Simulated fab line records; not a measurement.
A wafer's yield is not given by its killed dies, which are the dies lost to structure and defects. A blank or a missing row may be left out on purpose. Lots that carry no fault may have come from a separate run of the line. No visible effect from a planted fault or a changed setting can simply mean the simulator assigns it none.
Lot-split experiment || flow n5-finfet || on a route of 1938 steps: 7 lots, 21 wafers read

## THE SPLIT
At N5_BEOL_M3_COAT_76 (time 60 s, resist thk 5 nm), the setting spin-rpm was moved away from the recipe's 1500 rpm on 5 of the 21 wafers read, by -10.0% to +7.9%. The other wafers ran this setting at the recipe's value.

## FROM THE SPLIT TO THE READING: what the file shows between them, 3 steps
- N5_BEOL_M3_COAT_22: resist thk 30 nm
- N5_BEOL_M3_EBR_24
- N5_BEOL_M3_DESCUM_33: chemistry O2, time 7 s

## THE READING
etch.depth-nm (the simulator's own value, which no gauge read), in nm, at N5_BEOL_M3_ETCH_77 (etches underlayer in N2/H2, target depth 6.5 nm, time 5.2 s). There is no usual value for it anywhere in the file. Average 4.994 nm, standard deviation 0.013 nm, over the 16 wafers here run with the recipe.

{"wafer": "L077.1", "tool, chamber at the split": "litho-track-05, 0", "spin-rpm as run, rpm": 1500, "against the recipe": "recipe", "etch.depth-nm, nm": 4.996, "against lot-mates on the recipe": "-"}
{"wafer": "L077.4", "tool, chamber at the split": "litho-track-05, 0", "spin-rpm as run, rpm": 1500, "against the recipe": "recipe", "etch.depth-nm, nm": 5.005, "against lot-mates on the recipe": "-"}
{"wafer": "L077.6", "tool, chamber at the split": "litho-track-05, 0", "spin-rpm as run, rpm": 1619, "against the recipe": "+7.9%", "etch.depth-nm, nm": 4.821, "against lot-mates on the recipe": -0.180}
{"wafer": "L080.2", "tool, chamber at the split": "litho-track-01, 0", "spin-rpm as run, rpm": 1500, "against the recipe": "recipe", "etch.depth-nm, nm": 5.01, "against lot-mates on the recipe": "-"}
{"wafer": "L080.5", "tool, chamber at the split": "litho-track-01, 0", "spin-rpm as run, rpm": 1350, "against the recipe": "-10.0%", "etch.depth-nm, nm": 5.264, "against lot-mates on the recipe": "+0.254"}
{"wafer": "L080.6", "tool, chamber at the split": "litho-track-01, 0", "spin-rpm as run, rpm": 1350, "against the recipe": "-10.0%", "etch.depth-nm, nm": 5.267, "against lot-mates on the recipe": "+0.257"}
{"wafer": "L082.4", "tool, chamber at the split": "litho-track-05, 0", "spin-rpm as run, rpm": 1442, "against the recipe": "-3.9%", "etch.depth-nm, nm": 5.107, "against lot-mates on the recipe": "+0.094"}
{"wafer": "L082.5", "tool, chamber at the split": "litho-track-05, 0", "spin-rpm as run, rpm": 1500, "against the recipe": "recipe", "etch.depth-nm, nm": 5.016, "against lot-mates on the recipe": "-"}
{"wafer": "L082.6", "tool, chamber at the split": "litho-track-05, 0", "spin-rpm as run, rpm": 1500, "against the recipe": "recipe", "etch.depth-nm, nm": 5.01, "against lot-mates on the recipe": "-"}
{"wafer": "L090.3", "tool, chamber at the split": "litho-track-03, 0", "spin-rpm as run, rpm": 1500, "against the recipe": "recipe", "etch.depth-nm, nm": 4.988, "against lot-mates on the recipe": "-"}
{"wafer": "L090.5", "tool, chamber at the split": "litho-track-03, 0", "spin-rpm as run, rpm": 1500, "against the recipe": "recipe", "etch.depth-nm, nm": 4.998, "against lot-mates on the recipe": "-"}
{"wafer": "L090.6", "tool, chamber at the split": "litho-track-03, 0", "spin-rpm as run, rpm": 1500, "against the recipe": "recipe", "etch.depth-nm, nm": 4.968, "against lot-mates on the recipe": "-"}
{"wafer": "L092.1", "tool, chamber at the split": "litho-track-01, 0", "spin-rpm as run, rpm": 1500, "against the recipe": "recipe", "etch.depth-nm, nm": 4.994, "against lot-mates on the recipe": "-"}
{"wafer": "L092.4", "tool, chamber at the split": "litho-track-01, 0", "spin-rpm as run, rpm": 1500, "against the recipe": "recipe", "etch.depth-nm, nm": 4.995, "against lot-mates on the recipe": "-"}
{"wafer": "L092.5", "tool, chamber at the split": "litho-track-01, 0", "spin-rpm as run, rpm": 1500, "against the recipe": "recipe", "etch.depth-nm, nm": 5.002, "against lot-mates on the recipe": "-"}
{"wafer": "L089.2", "tool, chamber at the split": "litho-track-01, 0", "spin-rpm as run, rpm": 1500, "against the recipe": "recipe", "etch.depth-nm, nm": 4.987, "against lot-mates on the recipe": "-"}
{"wafer": "L089.3", "tool, chamber at the split": "litho-track-01, 0", "spin-rpm as run, rpm": 1500, "against the recipe": "recipe", "etch.depth-nm, nm": 4.994, "against lot-mates on the recipe": "-"}
{"wafer": "L089.5", "tool, chamber at the split": "litho-track-01, 0", "spin-rpm as run, rpm": 1427, "against the recipe": "-4.9%", "etch.depth-nm, nm": 5.128, "against lot-mates on the recipe": "+0.138"}
{"wafer": "L096.3", "tool, chamber at the split": "litho-track-03, 0", "spin-rpm as run, rpm": 1500, "against the recipe": "recipe", "etch.depth-nm, nm": 4.979, "against lot-mates on the recipe": "-"}
{"wafer": "L096.5", "tool, chamber at the split": "litho-track-03, 0", "spin-rpm as run, rpm": 1500, "against the recipe": "recipe", "etch.depth-nm, nm": 4.986, "against lot-mates on the recipe": "-"}
{"wafer": "L096.6", "tool, chamber at the split": "litho-track-03, 0", "spin-rpm as run, rpm": 1500, "against the recipe": "recipe", "etch.depth-nm, nm": 4.975, "against lot-mates on the recipe": "-"}

FIT RESULTS
A straight line over all 21 wafers: etch.depth-nm changes by -0.0259 nm for each +1% of spin-rpm; r = -0.99; the points scatter about the line by 0.014 nm.
The same after taking each lot's own level away (the mean of its wafers on the recipe; 21 wafers): -0.0249 nm for each +1%; r = -1.00; scatter 0.0081 nm.
According to that fit, moving spin-rpm by its largest amount changes the reading by 0.25 nm.
The span of the lots' own levels, 4.9800 to 5.0130 nm, comes to 2.6 times the standard deviation stated above.
Consequently the slope shifts little with the lot-to-lot level, the two slopes agreeing.
Check: for one of the wafers moved furthest among these (-10.0%), held out of the fit, the line's prediction against its lot-mates is +0.25 nm. It came out at +0.254 nm against them.

## ADDITIONAL SPLITS CARRIED BY THESE WAFERS
These wafers also went through other splits before the reading. Each is held against what the fit with the lots' levels taken away leaves over:
{"other split on the same wafers": "N5_GATE_CUT_CUT_ETCH_54 icp-w", "wafers away from the commonest value": 8, "r with etch.depth-nm (lot level and that fit taken away)": -0.09}
{"other split on the same wafers": "N5_MOL_CONTACT_COAG_ETCHBACK_135 time-s", "wafers away from the commonest value": 7, "r with etch.depth-nm (lot level and that fit taken away)": "+0.09"}
{"other split on the same wafers": "N5_BEOL_M0_SAQP_COAT_08 spin-rpm", "wafers away from the commonest value": 7, "r with etch.depth-nm (lot level and that fit taken away)": -0.48}
{"other split on the same wafers": "N5_BEOL_M0_SAQP_DESCUM_45 time-s", "wafers away from the commonest value": 6, "r with etch.depth-nm (lot level and that fit taken away)": "+0.16"}
{"other split on the same wafers": "N5_BEOL_M1_COAT_05 spin-rpm", "wafers away from the commonest value": 8, "r with etch.depth-nm (lot level and that fit taken away)": -0.29}
{"other split on the same wafers": "N5_BEOL_M1_EXPOSE_25 dose-mj", "wafers away from the commonest value": 10, "r with etch.depth-nm (lot level and that fit taken away)": -0.13}
{"other split on the same wafers": "N5_BEOL_M1_ETCH_70 bias-w", "wafers away from the commonest value": 5, "r with etch.depth-nm (lot level and that fit taken away)": -0.22}
{"other split on the same wafers": "N5_BEOL_M2_EXPOSE_25 dose-mj", "wafers away from the commonest value": 6, "r with etch.depth-nm (lot level and that fit taken away)": "+0.02"}

## THE FILE'S OWN FIT
etch.depth-nm changes by -0.0248 nm for each +1% of spin-rpm, r = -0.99.
